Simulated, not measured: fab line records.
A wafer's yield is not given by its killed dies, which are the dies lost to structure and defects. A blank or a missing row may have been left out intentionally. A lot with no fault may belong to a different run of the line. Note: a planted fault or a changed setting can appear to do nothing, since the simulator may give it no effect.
Matching of chambers	flow nand_harc	ald_hk-04 running NHARC_A_CHANNEL_FILL_D1_ALD_14: 4 sister chambers
The step deposits SiO2, target thk 2.5 nm, pulse time 10 s, ald cycles 25. 8 wafers are shown with their chamber, then 9 later ones without.

WAFERS PAIRED WITH THEIR CHAMBERS
wafer	chamber	heater_power_w (W)	precursor_pulse_height_rel
L128.1	1	410	1.005
L130.4	1	421	0.981
L130.6	3	515	0.989
L131.1	3	517	0.992
L131.2	2	460	0.998
L136.1	0	507	0.982
L136.2	2	445	1.029
L136.6	0	517	0.989

WAFERS WITHOUT THEIR CHAMBER
wafer	heater_power_w (W)	precursor_pulse_height_rel
L139.3	451	0.987
L139.4	514	1.020
L139.6	520	0.998
L137.1	411	0.977
L137.2	506	1.002
L137.3	451	1.023
L138.2	514	1.011
L138.5	511	1.018
L138.6	450	0.952

CHAMBER TAKEN BY EACH
wafer	from the rows above	in truth
L139.3	2	2
L139.4	can't be placed: 3 or 0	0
L139.6	can't be placed: 3 or 0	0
L137.1	1	1
L137.2	can't be placed: 0 or 3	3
L137.3	2	2
L138.2	can't be placed: 3 or 0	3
L138.5	can't be placed: 3 or 0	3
L138.6	can't be placed: 2 or 1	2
Correct placement for 3 of the 9. Unplaceable from these rows: 6, with the true chamber sitting among the candidates in 6. Number placed wrongly: 0.
How it was worked out, from the rows above alone: a wafer's distance from a chamber is the root of the sum, over the readings, of the square of ((its reading less the chamber's mean) divided by the reading's scatter). If the next closest chamber is less than 2 further off than the closest, the wafer can't be placed; otherwise it belongs to the closest. The mean given for a chamber averages the wafers shown for that chamber. How the scatter is found: for the shown wafers, subtract from each reading the mean of its chamber, square and add these, divide the total by (wafers less chambers), then take the root.
